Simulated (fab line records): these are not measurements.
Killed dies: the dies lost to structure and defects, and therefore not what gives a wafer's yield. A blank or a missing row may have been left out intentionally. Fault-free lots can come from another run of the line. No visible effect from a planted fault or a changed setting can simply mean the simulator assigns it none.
fab line records	flow n5-finfet
record lots=24	wafers=72	last-day=18
route steps=1938 shown BEOL_M0_SAQP@692 BEOL_M0@726 BEOL_M1@764
lots untouched by any fault: they come from a run of this same line in which no faults occurred
start-h: start of the lot's first displayed wafer, in hours after the record's first day	wait-h: hours elapsed since this lot's preceding step	" as in the row above	L1.1+2: a row that stands for several wafers	- no value, or no start was given	* or withheld: withheld	< > ~ a bound
route shown NAME@n: names a module that has steps shown in the file, with the first one's number in the route	usual: mean/standard deviation taken from wafers without a fault	same: alike in all rows	chamber/n: place in a boat	sites: readings site by site	_std_site: the values' standard deviation	_edge_site: inner sites' mean taken away from outer sites' mean	radius-mm: how far each site lies from the wafer's centre	mask NAME#n: copy n	behind: tool/chamber where the wafer was last shaped	hold: cause of the lot's hold/its duration in hours/its outcome	device: the transistor (n, p or np) that didn't switch	end of line: at the end of the route, the tests of the same wafers	step lacking rows: just its recipe	killed: dies lost to structure and defects at the first sort, not the wafer's yield	map: a wafer's dies, marking killed ones x, the rest . and places with no die _
set.NAME: the setting that was run; set.NAME@STEP: the one run at that earlier step	model.NAME: the simulator's own value behind a step, which no gauge read
route steps across a sampled set of lots; one table per step, one row per wafer
services: from which hour (start-h, from the record's first day; less than 0 if before it) a tool's chamber was out of use, for how many hours, and why
## steps
# step N5_BEOL_M0_SAQP_DESCUM_45
# recipe chemistry=O2	time-s=7	source-power-w=50	bias-power-w=20	pressure-mtorr=20	rf-frequency-hz=2.712e+07	temp-c=40	resist=CAR-EUV	o2-flow-sccm=225
# usual drypump-motor-current-A=5.5/0.38	o2-flow-sccm=225.0/0.72	oes-product-au=0.82/0.086	rf-vpp-V=243.7/1.5	showerhead-plenum-p-Torr=2.13/0.083	throttle-valve-pct=20.43/0.23
# same time-s=7
lot.wafer	tool	chamber	start-h	wait-h	drypump-motor-current-A	o2-flow-sccm	oes-product-au	rf-hours-counter-h	rf-vpp-V	showerhead-plenum-p-Torr	throttle-valve-pct
L074.1	rie-diel-01	1	113.05	0.1	6.0	225.8	0.92	11	245.0	2.24	19.97
L074.2	"	2	"	"	5.6	225.9	0.70	227	243.1	2.07	20.55
L074.6	"	3	"	"	5.4	224.6	0.92	-	244.4	2.13	20.33
L075.1	rie-diel-01	3	117.40	0.1	5.4	224.4	0.91	25	243.7	2.14	20.33
L075.4	"	3	"	"	5.4	225.3	0.91	-	245.1	2.13	20.32
L075.5	"	1	"	"	6.0	224.4	0.92	-	243.6	2.24	19.96
L076.1	rie-diel-01	2	121.33	0.0	5.5	223.4	0.70	230	242.1	2.07	20.56
L076.2	"	1	"	"	6.0	226.1	0.91	14	245.9	2.24	19.97
L076.4	"	2	"	"	5.5	224.2	0.70	-	242.1	2.07	20.56
L077.2	rie-diel-03	3	132.69	0.2	4.7	225.6	0.87	36	242.7	2.04	20.58
L077.5	"	0	"	"	5.3	224.9	0.71	-	241.0	1.98	20.67
L077.6	"	1	"	"	5.9	225.4	0.89	-	241.9	2.14	20.34
L078.3	rie-diel-01	3	134.36	0.3	5.4	228.0	0.91	31	244.7	2.13	20.32
L078.5	"	3	"	"	5.4	225.6	0.91	-	243.1	2.13	20.33
L078.6	"	2	"	"	5.6	224.1	0.69	-	242.8	2.06	20.56
L079.2	rie-diel-01	3	138.40	0.0	5.4	225.7	0.90	32	243.5	2.13	20.35
L079.4	"	2	"	"	5.6	224.3	0.70	235	241.4	2.06	20.55
L079.5	"	2	"	"	5.5	224.0	0.70	-	241.9	2.06	20.56
L080.3	rie-diel-04	2	157.42	0.1	5.8	224.7	0.68	220	243.6	2.16	20.68
L080.5	"	2	"	"	5.8	225.3	0.68	-	243.0	2.16	20.72
L080.6	"	3	"	"	6.5	225.9	0.71	-	240.7	1.99	20.52
L081.1	rie-diel-03	0	157.81	0.0	5.3	225.6	0.71	229	241.0	1.98	20.67
L081.3	"	2	"	"	5.4	224.6	0.84	75	244.3	2.21	20.72
L081.5	"	1	"	"	5.9	224.3	0.89	-	244.1	2.13	20.33
L082.1	rie-diel-03	3	163.49	0.2	4.8	223.9	0.86	45	243.4	2.04	20.58
L082.4	"	1	"	"	5.9	225.3	0.87	35	243.9	2.13	20.34
L082.5	"	1	"	"	5.9	225.5	0.88	-	244.1	2.13	20.35
L084.2	rie-diel-04	3	168.63	0.0	6.5	224.4	0.71	210	241.7	1.99	20.53
L084.3	"	2	"	"	5.8	224.2	0.68	223	245.4	2.16	20.70
L084.6	"	2	"	"	5.7	224.9	0.68	-	244.9	2.16	20.69
L083.2	rie-diel-03	0	169.55	0.0	5.2	224.2	0.70	232	241.9	1.98	20.70
L083.5	"	1	"	"	5.9	225.5	0.88	-	244.2	2.13	20.35
L083.6	"	2	"	"	5.4	223.9	0.83	-	242.7	2.21	20.74
L085.1	rie-diel-01	1	179.22	0.0	6.0	225.5	0.87	30	245.4	2.23	19.99
L085.5	"	0	"	"	5.1	224.4	0.87	-	245.4	2.23	20.47
L085.6	"	3	"	"	5.4	224.0	0.87	-	244.7	2.13	20.37
L086.1	rie-diel-03	0	183.89	0.0	5.3	224.2	0.70	237	242.0	1.98	20.69
L086.2	"	3	"	"	4.8	224.0	0.85	52	242.5	2.03	20.60
L086.3	"	1	"	"	5.9	225.3	0.87	42	242.8	2.13	20.35
L087.1	rie-diel-04	1	186.74	0.0	5.7	225.8	0.84	72	241.8	2.04	20.15
L087.3	"	2	"	"	5.8	224.9	0.68	229	244.7	2.16	20.70
L087.5	"	0	"	"	5.8	225.2	0.68	-	243.7	2.14	20.55
L088.2	rie-diel-01	1	203.82	0.1	5.9	224.9	0.86	37	245.2	2.23	20.00
L088.3	"	3	"	"	5.4	225.6	0.87	52	242.5	2.12	20.36
L088.5	"	1	"	"	5.9	225.4	0.87	-	246.2	2.23	20.00
L089.1	rie-diel-03	1	205.23	0.4	5.9	226.1	0.86	49	243.9	2.13	20.35
L089.2	"	0	"	"	5.2	225.4	0.69	244	240.8	1.98	20.71
L089.5	"	0	"	"	5.2	225.7	0.69	-	242.6	1.98	20.71
L090.3	rie-diel-03	2	209.38	0.0	5.4	223.9	0.82	91	245.3	2.21	20.76
L090.5	"	1	"	"	5.9	225.6	0.87	-	242.4	2.13	20.37
L090.6	"	2	"	"	5.4	224.1	0.82	-	245.6	2.21	20.74
L091.2	rie-diel-04	0	211.65	0.9	5.8	225.0	0.67	256	244.1	2.13	20.56
L091.4	"	2	"	"	5.8	224.7	0.68	-	242.3	2.16	20.74
L091.5	"	0	"	"	5.8	224.9	0.67	-	245.9	2.13	20.59
L092.2	rie-diel-01	1	217.14	0.2	6.0	225.1	0.86	43	245.1	2.23	20.02
L092.3	"	0	"	"	5.1	225.6	0.86	59	245.5	2.22	20.49
L092.5	"	1	"	"	5.9	224.8	0.85	-	245.5	2.23	20.01
L093.1	rie-diel-01	2	230.12	0.8	5.5	224.9	0.98	3	243.2	2.06	20.20
L093.3	"	0	"	"	5.1	226.0	0.86	64	243.6	2.22	20.49
L093.6	"	2	"	"	5.5	225.7	0.97	-	242.8	2.06	20.20
L094.2	rie-diel-01	2	235.32	0.7	5.5	224.3	0.97	5	242.7	2.06	20.22
L094.3	"	1	"	"	6.0	223.6	0.83	51	246.0	2.22	20.02
L094.5	"	1	"	"	6.0	224.8	0.84	-	245.8	2.22	20.02
L095.3	rie-diel-03	0	241.63	0.0	5.2	225.7	0.96	1	245.4	2.24	20.34
L095.4	"	2	"	"	5.4	225.9	0.80	105	243.1	2.20	20.76
L095.5	"	3	"	"	4.7	225.1	0.82	-	241.8	2.03	20.64
L096.3	rie-diel-03	1	259.07	0.0	5.9	225.6	0.84	70	244.2	2.12	20.39
L096.4	"	0	"	"	5.2	226.8	0.94	7	246.2	2.24	20.35
L096.5	"	0	"	"	5.2	225.5	0.94	-	245.0	2.23	20.34
L097.1	rie-diel-01	3	261.23	0.0	5.4	225.4	0.84	74	243.1	2.12	20.40
L097.2	"	2	"	"	5.6	224.4	0.94	14	244.0	2.05	20.22
L097.3	"	0	"	"	5.0	226.0	0.84	74	244.8	2.22	20.51
# step N5_BEOL_M0_ETCH_109
# recipe chemistry=CH3F/O2	target-depth-a=80	overetch-a=24	target=SiCN	time-s=27.4	ion-energy-ev=120	pressure-mtorr=30	source-w=395	bias-w=75	Ar_flow_sccm=150	CH3F_flow_sccm=30	O2_flow_sccm=20
# usual O2_flow_sccm=20.00/0.059	drypump-motor-current-A=5.9/0.37	oes-product-au=0.66/0.073	rf-vpp-V=296.5/1.5	showerhead-plenum-p-Torr=1.95/0.058	throttle-valve-pct=16.45/0.26
# same time-s=27.4
lot.wafer	tool	chamber	start-h	wait-h	O2_flow_sccm	drypump-motor-current-A	oes-product-au	rf-hours-counter-h	rf-vpp-V	showerhead-plenum-p-Torr	throttle-valve-pct
L074.1	rie-diel-02	0	116.38	0.4	19.89	5.9	0.63	191	295.4	1.90	16.45
L074.2	"	1	"	"	20.03	5.0	0.63	164	294.8	1.92	16.33
L074.6	"	2	"	"	20.00	6.1	0.67	-	298.5	2.08	16.69
L075.1	rie-diel-05	0	123.16	0.0	20.04	5.6	0.73	42	297.6	1.95	16.09
L075.4	"	0	"	"	20.10	5.6	0.75	-	296.9	1.95	16.09
L075.5	"	2	"	"	19.98	6.2	0.60	-	299.1	2.05	16.70
L076.1	rie-diel-05	0	125.49	0.1	20.00	5.7	0.72	43	297.1	1.95	16.11
L076.2	"	3	"	"	19.96	5.7	0.62	199	297.4	1.99	16.40
L076.4	"	0	"	"	20.06	5.6	0.73	-	298.7	1.95	16.09
L078.3	rie-diel-06	1	137.00	0.0	20.07	6.0	0.65	152	297.4	1.99	16.47
L078.5	"	0	"	"	19.99	5.8	0.85	-	297.3	1.96	16.12
L078.6	"	3	"	"	19.95	6.2	0.67	-	294.9	1.93	16.42
L077.2	rie-diel-02	1	137.12	0.0	20.02	5.0	0.64	170	295.7	1.92	16.34
L077.5	"	2	"	"	20.00	6.1	0.66	-	297.8	2.08	16.72
L077.6	"	1	"	"	20.01	5.0	0.64	-	295.1	1.92	16.34
L079.2	rie-diel-06	0	146.24	0.0	19.94	5.8	0.83	7	297.7	1.96	16.14
L079.4	"	3	"	"	19.92	6.2	0.67	-	295.9	1.93	16.42
L079.5	"	0	"	"	19.94	5.8	0.83	-	296.8	1.96	16.12
L080.3	rie-diel-02	3	160.10	0.0	19.97	6.1	0.61	189	295.1	1.91	16.84
L080.5	"	0	"	"	20.01	5.9	0.61	-	294.9	1.90	16.48
L080.6	"	1	"	"	20.02	5.0	0.63	-	296.2	1.92	16.34
L081.1	rie-diel-02	1	163.67	0.3	19.99	5.0	0.62	181	295.9	1.92	16.35
L081.3	"	0	"	"	20.09	5.9	0.61	209	294.1	1.89	16.48
L081.5	"	1	"	"	19.94	5.0	0.63	-	295.3	1.92	16.36
L082.1	rie-diel-02	0	166.78	0.0	20.06	5.9	0.61	210	295.2	1.89	16.48
L082.4	"	3	"	"	19.96	6.1	0.62	191	295.3	1.91	16.85
L082.5	"	3	"	"	19.99	6.1	0.62	-	296.5	1.91	16.83
L084.2	rie-diel-06	2	171.81	0.0	19.93	5.9	0.81	11	297.7	1.96	15.85
L084.3	"	3	"	"	20.09	6.2	0.65	159	295.3	1.93	16.41
L084.6	"	0	"	"	20.06	5.8	0.79	-	295.6	1.96	16.15
L083.2	rie-diel-05	0	172.13	0.0	19.98	5.6	0.74	58	296.1	1.94	16.13
L083.5	"	2	"	"	20.00	6.2	0.83	-	296.9	2.05	16.26
L083.6	"	3	"	"	19.99	5.7	0.62	-	297.5	1.98	16.43
L085.1	rie-diel-06	0	181.74	0.0	20.05	5.8	0.79	22	295.5	1.96	16.15
L085.5	"	0	"	"	19.94	5.8	0.81	-	296.9	1.96	16.15
L085.6	"	3	"	"	20.09	6.2	0.65	-	296.5	1.92	16.43
L086.1	rie-diel-02	3	186.80	0.2	20.02	6.1	0.61	199	296.6	1.90	16.86
L086.2	"	1	"	"	20.00	5.0	0.62	189	294.0	1.91	16.37
L086.3	"	2	"	"	19.93	6.2	0.65	185	299.0	2.07	16.74
L087.1	rie-diel-06	1	190.89	0.0	19.90	6.0	0.63	174	296.7	1.99	16.50
L087.3	"	2	"	"	20.09	5.9	0.81	17	295.8	1.96	15.86
L087.5	"	0	"	"	19.91	5.8	0.79	-	295.8	1.95	16.16
L088.2	rie-diel-02	0	208.80	0.3	20.09	5.9	0.61	225	294.5	1.89	16.51
L088.3	"	2	"	"	20.07	6.2	0.64	194	297.1	2.07	16.75
L088.5	"	1	"	"	20.00	5.0	0.62	-	294.8	1.91	16.36
L089.1	rie-diel-06	1	208.91	0.3	20.01	5.9	0.62	180	297.7	1.99	16.51
L089.2	"	2	"	"	19.97	5.9	0.78	23	297.7	1.96	15.88
L089.5	"	3	"	"	19.98	6.1	0.65	-	295.9	1.92	16.45
L090.3	rie-diel-02	2	211.66	0.0	19.85	6.1	0.63	195	300.0	2.07	16.77
L090.5	"	3	"	"	19.94	6.1	0.60	-	294.8	1.90	16.88
L090.6	"	0	"	"	20.05	5.9	0.61	-	295.0	1.89	16.51
L091.2	rie-diel-06	0	214.74	0.0	19.95	5.8	0.75	34	294.9	1.95	16.17
L091.4	"	2	"	"	19.95	5.9	0.78	25	297.1	1.96	15.89
L091.5	"	2	"	"	19.84	5.9	0.79	-	298.1	1.96	15.88
L092.2	rie-diel-06	2	219.96	0.0	20.02	5.9	0.78	27	296.6	1.96	15.89
L092.3	"	3	"	"	20.06	6.2	0.63	176	295.3	1.92	16.46
L092.5	"	3	"	"	20.01	6.2	0.64	-	295.0	1.92	16.47
L093.1	rie-diel-02	2	235.29	0.0	20.05	6.2	0.63	203	297.7	2.06	16.78
L093.3	"	3	"	"	19.93	6.1	0.60	217	294.0	1.90	16.88
L093.6	"	0	"	"	19.95	5.9	0.59	-	295.2	1.89	16.52
L095.3	rie-diel-06	3	246.41	0.1	20.03	6.2	0.63	185	295.8	1.92	16.47
L095.4	"	0	"	"	20.07	5.8	0.76	44	296.2	1.95	16.19
L095.5	"	1	"	"	19.96	6.0	0.63	-	295.9	1.98	16.53
L094.2	rie-diel-02	2	246.50	0.0	19.96	6.1	0.63	207	298.3	2.06	16.79
L094.3	"	1	"	"	19.91	5.0	0.61	207	296.1	1.91	16.40
L094.5	"	3	"	"	19.96	6.1	0.60	-	294.3	1.90	16.91
L096.3	rie-diel-02	0	261.54	0.2	20.04	5.9	0.59	244	293.0	1.88	16.53
L096.4	"	1	"	"	20.00	5.0	0.61	213	293.5	1.91	16.42
L096.5	"	3	"	"	20.02	6.1	0.60	-	294.8	1.90	16.90
L097.1	rie-diel-02	3	263.87	0.0	20.00	6.1	0.60	226	296.0	1.90	16.90
L097.2	"	0	"	"	19.97	5.9	0.60	245	293.7	1.88	16.55
L097.3	"	1	"	"	20.05	5.0	0.61	214	295.2	1.91	16.40
# step N5_BEOL_M0_ALD_136
# recipe material=TaN	target-thk-a=*	temp-c=275	ald-precursor-family=PDMAT	ald-co-reactant=NH3	pressure-torr=3	carrier-flow-sccm=1500	pulse-time-s=2	purge-time-s=3	co-reactant-purge-time-s=2	co-reactant-pulse-time-s=3	ald-cycles=30	precursor-vessel-temp-c=75	precursor-vessel-pressure-torr=26.25	precursor-vessel-carrier-sccm=1000
# usual heater-power-w=434/33
lot.wafer	tool	chamber	start-h	wait-h	heater-power-w
L074.1	ald-metal-03	2	117.49	0.0	455
L074.2	"	1	"	"	483
L074.6	"	0	"	"	427
L075.1	ald-metal-03	2	125.09	0.0	451
L075.4	"	1	"	"	475
L075.5	"	1	"	"	493
L076.1	ald-metal-02	1	127.69	0.1	394
L076.2	"	2	"	"	440
L076.4	"	0	"	"	456
L078.3	ald-metal-04	0	137.29	0.0	433
L078.5	"	0	"	"	436
L078.6	"	1	"	"	485
L077.2	ald-metal-02	3	137.42	0.1	432
L077.5	"	1	"	"	394
L077.6	"	2	"	"	448
L079.2	ald-metal-03	1	147.10	0.2	500
L079.4	"	2	"	"	457
L079.5	"	3	"	"	382
L080.3	ald-metal-03	2	160.92	0.1	457
L080.5	"	3	"	"	385
L080.6	"	2	"	"	448
L081.1	ald-metal-03	3	164.33	0.1	381
L081.3	"	2	"	"	465
L081.5	"	3	"	"	386
L082.1	ald-metal-04	3	167.62	0.2	389
L082.4	"	2	"	"	419
L082.5	"	3	"	"	401
L084.2	ald-metal-03	3	172.68	0.1	389
L084.3	"	2	"	"	454
L084.6	"	3	"	"	382
L083.2	ald-metal-02	2	172.76	0.1	457
L083.5	"	1	"	"	386
L083.6	"	0	"	"	449
L085.1	ald-metal-04	2	182.38	0.1	413
L085.5	"	3	"	"	398
L085.6	"	2	"	"	425
L086.1	ald-metal-04	1	188.56	0.1	478
L086.2	"	0	"	"	443
L086.3	"	2	"	"	415
L087.1	ald-metal-02	0	191.65	0.0	460
L087.3	"	2	"	"	461
L087.5	"	2	"	"	466
L088.2	ald-metal-04	1	209.17	0.1	489
L088.3	"	3	"	"	403
L088.5	"	3	"	"	389
L089.1	ald-metal-02	2	211.08	0.0	454
L089.2	"	1	"	"	390
L089.5	"	2	"	"	457
L090.3	ald-metal-03	3	212.17	0.0	387
L090.5	"	2	"	"	454
L090.6	"	3	"	"	383
L091.2	ald-metal-04	3	215.60	0.0	393
L091.4	"	2	"	"	418
L091.5	"	1	"	"	487
L092.2	ald-metal-02	0	221.01	0.3	448
L092.3	"	3	"	"	445
L092.5	"	2	"	"	448
L093.1	ald-metal-02	2	236.31	0.2	449
L093.3	"	0	"	"	460
L093.6	"	0	"	"	457
L095.3	ald-metal-03	0	247.16	0.0	429
L095.4	"	1	"	"	495
L095.5	"	3	"	"	387
L094.2	ald-metal-02	3	247.32	0.1	431
L094.3	"	2	"	"	442
L094.5	"	0	"	"	454
L096.3	ald-metal-02	3	261.95	0.1	430
L096.4	"	0	"	"	460
L096.5	"	0	"	"	457
L097.1	ald-metal-04	1	264.28	0.1	493
L097.2	"	3	"	"	400
L097.3	"	2	"	"	412
# step N5_BEOL_M0_SPUTTER_116
# recipe material=Cu	target-thk-a=40	temp-c=-20	chamber-pressure-pa=0.07	power-w=withheld	time-s=7.37
# usual throttle-valve-pct=29.7/0.92
# same time-s=7.37
lot.wafer	tool	chamber	start-h	wait-h	throttle-valve-pct
L074.1	pvd-sputter-03	-	118.13	0.2	30.0
L074.2	"	-	"	"	28.5
L074.6	"	-	"	"	30.7
L075.1	pvd-sputter-02	-	125.61	0.2	30.5
L075.4	"	-	"	"	29.7
L075.5	"	-	"	"	30.5
L076.1	pvd-sputter-01	-	128.18	0.1	30.0
L076.2	"	-	"	"	29.0
L076.4	"	-	"	"	30.1
L078.3	pvd-sputter-03	-	137.86	0.1	30.8
L078.5	"	-	"	"	31.3
L078.6	"	-	"	"	30.1
L077.2	pvd-sputter-03	-	138.38	0.4	30.7
L077.5	"	-	"	"	29.8
L077.6	"	-	"	"	31.4
L079.2	pvd-sputter-01	-	147.79	0.1	29.1
L079.4	"	-	"	"	30.3
L079.5	"	-	"	"	30.3
L080.3	pvd-sputter-02	-	162.78	1.3	27.8
L080.5	"	-	"	"	30.5
L080.6	"	-	"	"	30.0
L081.1	pvd-sputter-02	-	165.34	0.2	29.7
L081.3	"	-	"	"	30.7
L081.5	"	-	"	"	30.0
L082.1	pvd-sputter-02	-	168.25	0.2	29.6
L082.4	"	-	"	"	30.5
L082.5	"	-	"	"	29.8
L084.2	pvd-sputter-03	-	173.33	0.3	30.9
L084.3	"	-	"	"	29.7
L084.6	"	-	"	"	31.7
L083.2	pvd-sputter-03	-	173.77	0.2	28.8
L083.5	"	-	"	"	29.0
L083.6	"	-	"	"	30.7
L085.1	pvd-sputter-01	-	183.30	0.4	30.1
L085.5	"	-	"	"	30.5
L085.6	"	-	"	"	28.9
L086.1	pvd-sputter-01	-	189.17	0.1	28.6
L086.2	"	-	"	"	29.9
L086.3	"	-	"	"	28.9
L087.1	pvd-sputter-02	-	194.05	1.5	29.8
L087.3	"	-	"	"	29.9
L087.5	"	-	"	"	29.8
L088.2	pvd-sputter-01	-	210.88	1.0	28.6
L088.3	"	-	"	"	29.0
L088.5	"	-	"	"	28.2
L089.1	pvd-sputter-01	-	211.58	0.1	29.1
L089.2	"	-	"	"	30.1
L089.5	"	-	"	"	30.3
L090.3	pvd-sputter-02	-	212.64	0.1	27.5
L090.5	"	-	"	"	30.5
L090.6	"	-	"	"	27.6
L091.2	pvd-sputter-01	-	216.24	0.1	30.3
L091.4	"	-	"	"	29.9
L091.5	"	-	"	"	29.9
L092.2	pvd-sputter-01	-	223.04	0.1	28.9
L092.3	"	-	"	"	28.7
L092.5	"	-	"	"	28.6
L093.1	pvd-sputter-01	-	237.21	0.1	28.8
L093.3	"	-	"	"	30.0
L093.6	"	-	"	"	28.8
L095.3	pvd-sputter-01	-	247.72	0.1	30.2
L095.4	"	-	"	"	28.9
L095.5	"	-	"	"	30.4
L094.2	pvd-sputter-03	-	247.99	0.3	29.7
L094.3	"	-	"	"	31.3
L094.5	"	-	"	"	29.6
L096.3	pvd-sputter-03	-	262.69	0.3	30.9
L096.4	"	-	"	"	29.6
L096.5	"	-	"	"	29.2
L097.1	pvd-sputter-01	-	264.93	0.1	28.8
L097.2	"	-	"	"	28.6
L097.3	"	-	"	"	30.2
# step N5_BEOL_M0_SPUTTER_141
# recipe material=Cu	target-thk-a=40	temp-c=-20	chamber-pressure-pa=0.07	power-w=withheld	time-s=7.37
# usual throttle-valve-pct=29.7/0.91
# same time-s=7.37
lot.wafer	tool	chamber	start-h	wait-h	throttle-valve-pct
L074.1	pvd-sputter-03	-	118.49	0.0	29.9
L074.2	"	-	"	"	28.8
L074.6	"	-	"	"	30.7
L075.1	pvd-sputter-02	-	125.97	0.0	30.4
L075.4	"	-	"	"	29.8
L075.5	"	-	"	"	30.4
L076.1	pvd-sputter-01	-	128.54	0.0	30.1
L076.2	"	-	"	"	28.9
L076.4	"	-	"	"	30.1
L078.3	pvd-sputter-03	-	138.22	0.0	30.7
L078.5	"	-	"	"	31.6
L078.6	"	-	"	"	29.9
L077.2	pvd-sputter-03	-	138.74	0.0	31.0
L077.5	"	-	"	"	29.7
L077.6	"	-	"	"	31.6
L079.2	pvd-sputter-01	-	148.15	0.0	29.0
L079.4	"	-	"	"	30.3
L079.5	"	-	"	"	30.1
L080.3	pvd-sputter-02	-	163.14	0.0	27.6
L080.5	"	-	"	"	30.4
L080.6	"	-	"	"	29.6
L081.1	pvd-sputter-02	-	165.70	0.0	29.9
L081.3	"	-	"	"	30.6
L081.5	"	-	"	"	29.9
L082.1	pvd-sputter-02	-	168.61	0.0	29.9
L082.4	"	-	"	"	30.3
L082.5	"	-	"	"	29.8
L084.2	pvd-sputter-03	-	173.69	0.0	31.2
L084.3	"	-	"	"	29.6
L084.6	"	-	"	"	31.3
L083.2	pvd-sputter-03	-	174.13	0.0	28.9
L083.5	"	-	"	"	28.9
L083.6	"	-	"	"	30.7
L085.1	pvd-sputter-01	-	183.66	0.0	30.0
L085.5	"	-	"	"	30.2
L085.6	"	-	"	"	29.0
L086.1	pvd-sputter-01	-	189.53	0.0	28.5
L086.2	"	-	"	"	29.9
L086.3	"	-	"	"	29.1
L087.1	pvd-sputter-02	-	194.41	0.0	29.9
L087.3	"	-	"	"	29.6
L087.5	"	-	"	"	29.9
L088.2	pvd-sputter-01	-	211.24	0.0	28.7
L088.3	"	-	"	"	29.1
L088.5	"	-	"	"	28.9
L089.1	pvd-sputter-01	-	211.94	0.0	28.9
L089.2	"	-	"	"	30.5
L089.5	"	-	"	"	30.0
L090.3	pvd-sputter-02	-	213.00	0.0	27.9
L090.5	"	-	"	"	30.5
L090.6	"	-	"	"	27.9
L091.2	pvd-sputter-01	-	216.64	0.0	30.5
L091.4	"	-	"	"	30.1
L091.5	"	-	"	"	30.0
L092.2	pvd-sputter-01	-	223.40	0.0	29.2
L092.3	"	-	"	"	28.8
L092.5	"	-	"	"	28.6
L093.1	pvd-sputter-01	-	237.57	0.0	28.7
L093.3	"	-	"	"	30.0
L093.6	"	-	"	"	28.9
L095.3	pvd-sputter-01	-	248.08	0.0	29.9
L095.4	"	-	"	"	29.2
L095.5	"	-	"	"	30.5
L094.2	pvd-sputter-03	-	248.35	0.0	29.4
L094.3	"	-	"	"	31.4
L094.5	"	-	"	"	29.8
L096.3	pvd-sputter-03	-	263.05	0.0	30.6
L096.4	"	-	"	"	29.7
L096.5	"	-	"	"	28.7
L097.1	pvd-sputter-01	-	265.29	0.0	29.5
L097.2	"	-	"	"	28.7
L097.3	"	-	"	"	30.3
# step N5_BEOL_M1_CD_MEAS_11
# recipe target-cd-nm=17.05	landing-energy-ev=500	detector=se-inlens	polarity=opening
# usual cd-nm=17.05/0.25
lot.wafer	tool	chamber	start-h	wait-h	cd-nm
L074.1	cd-sem-03	0	121.50	-	16.81
L074.2	"	0	"	"	16.77
L074.6	"	0	"	"	16.80
L075.1	cd-sem-02	0	128.98	-	17.01
L075.4	"	0	"	"	17.24
L075.5	"	0	"	"	17.01
L076.1	cd-sem-03	0	133.07	-	16.91
L076.2	"	0	"	"	17.03
L076.4	"	0	"	"	17.18
L078.3	cd-sem-03	0	140.20	-	16.91
L078.5	"	0	"	"	17.10
L078.6	"	0	"	"	17.28
L077.2	cd-sem-02	0	140.97	-	17.06
L077.5	"	0	"	"	17.27
L077.6	"	0	"	"	16.90
L079.2	cd-sem-03	0	151.53	-	16.74
L079.4	"	0	"	"	16.86
L079.5	"	0	"	"	16.91
L080.3	cd-sem-02	0	165.28	-	17.15
L080.5	"	0	"	"	17.14
L080.6	"	0	"	"	17.05
L081.1	cd-sem-01	0	167.82	-	17.09
L081.3	"	0	"	"	17.42
L081.5	"	0	"	"	17.06
L082.1	cd-sem-02	0	171.78	-	17.02
L082.4	"	0	"	"	17.18
L082.5	"	0	"	"	17.05
L084.2	cd-sem-01	0	175.35	-	16.82
L084.3	"	0	"	"	16.99
L084.6	"	0	"	"	17.28
L083.2	cd-sem-02	0	177.91	-	16.99
L083.5	"	0	"	"	17.30
L083.6	"	0	"	"	17.55
L085.1	cd-sem-02	0	186.05	-	16.97
L085.5	"	0	"	"	16.71
L085.6	"	0	"	"	17.04
L086.1	cd-sem-01	0	191.84	-	17.24
L086.2	"	0	"	"	17.14
L086.3	"	0	"	"	16.96
L087.1	cd-sem-02	0	198.36	-	16.56
L087.3	"	0	"	"	17.07
L087.5	"	0	"	"	16.54
L088.2	cd-sem-02	0	214.71	-	16.73
L088.3	"	0	"	"	16.62
L088.5	"	0	"	"	17.11
L089.1	cd-sem-02	0	215.11	-	17.41
L089.2	"	0	"	"	17.50
L089.5	"	0	"	"	17.26
L090.3	cd-sem-02	0	215.39	-	16.97
L090.5	"	0	"	"	17.07
L090.6	"	0	"	"	16.68
L091.2	cd-sem-01	0	219.52	-	16.60
L091.4	"	0	"	"	16.79
L091.5	"	0	"	"	16.70
L092.2	cd-sem-01	0	225.71	-	17.09
L092.3	"	0	"	"	16.52
L092.5	"	0	"	"	17.00
L093.1	cd-sem-01	0	242.87	-	16.99
L093.3	"	0	"	"	17.14
L093.6	"	0	"	"	16.80
L095.3	cd-sem-03	0	251.59	-	16.80
L095.4	"	0	"	"	17.49
L095.5	"	0	"	"	17.11
L094.2	cd-sem-02	0	251.65	-	17.15
L094.3	"	0	"	"	17.35
L094.5	"	0	"	"	17.40
L096.3	cd-sem-02	0	264.88	-	17.03
L096.4	"	0	"	"	17.18
L096.5	"	0	"	"	16.89
L097.1	cd-sem-03	0	267.76	-	17.17
L097.2	"	0	"	"	17.11
L097.3	"	0	"	"	16.96
## services
tool	chamber	start-h	hours	kind
rie-diel-04	1	89.19	5.1	repair
rie-diel-02	2	90.82	4.3	repair
rie-diel-01	0	102.36	22.0	repair
rie-diel-04	1	105.96	14.5	repair
rie-diel-05	3	117.14	1.4	repair
pvd-sputter-03	-	119.61	1.0	repair
rie-diel-04	3	120.72	9.8	repair
ald-metal-02	1	143.36	7.0	repair
rie-diel-03	2	147.89	8.5	repair
rie-diel-04	-	150.63	0.2	repair
rie-diel-05	0	158.30	8.1	repair
rie-diel-01	2	163.08	6.8	repair
rie-diel-04	0	179.56	5.8	repair
rie-diel-02	2	180.54	3.9	repair
rie-diel-04	3	185.77	45.5	repair
ald-metal-03	-	206.09	6.0	pm
rie-diel-06	2	209.85	1.5	repair
pvd-sputter-02	-	222.72	1.7	repair
rie-diel-02	-	243.77	0.4	repair
rie-diel-04	1	246.44	6.6	repair
ald-metal-04	-	247.48	4.3	pm
rie-diel-04	2	248.61	3.7	repair
rie-diel-06	1	249.84	9.5	repair
ald-metal-03	3	251.50	3.4	repair
## key
fault none
